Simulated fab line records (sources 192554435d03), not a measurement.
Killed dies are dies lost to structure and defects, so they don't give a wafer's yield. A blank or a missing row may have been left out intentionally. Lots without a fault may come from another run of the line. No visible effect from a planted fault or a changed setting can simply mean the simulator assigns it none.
Chamber matching    flow n5Finfet    N5_HKMG_FIN_ALD_21 on aldMetal-02: 4 sister chambers
The step deposits TiN, target thk 1.5 nm, pulse time 1 s, purge time 3 s. 4 wafers are shown with their chamber, then 8 later ones without.

WAFERS PAIRED WITH THEIR CHAMBERS
wafer   chamber  heaterPowerW (W)
L086.3  2        933
L092.4  1        925
L092.6  3        985
L095.1  0        836

WAFERS WITH NO CHAMBER GIVEN
wafer   heaterPowerW (W)
L095.3  1001
L095.4  945
L096.1  962
L096.2  928
L096.3  802
L096.4  1003
L096.5  889
L096.6  948

CHAMBER TAKEN BY EACH
wafer   from the rows above           in truth
L095.3  3                             3
L095.4  can't be placed: 2 or 1 or 3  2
L096.1  can't be placed: 3 or 2 or 1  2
L096.2  can't be placed: 1 or 2       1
L096.3  0                             0
L096.4  3                             3
L096.5  can't be placed: 1 or 2 or 0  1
L096.6  can't be placed: 2 or 1 or 3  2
Placed correctly: 3 of 8. Not placeable from these rows: 5 (in 5, the candidates include the true chamber). Placed wrongly: 0.
How it was worked out, from the rows above alone: a wafer's distance from a chamber is the root of the sum, over the readings, of the square of ((its reading less the chamber's mean) divided by the reading's scatter). The wafer belongs to the nearest chamber; if the next one is less than 2 further off, it can't be placed. A chamber's mean is the mean of its shown wafers. The scatter: root of mean squared gap, hidden wafer to nearest shown wafer, with one shown wafer a chamber.
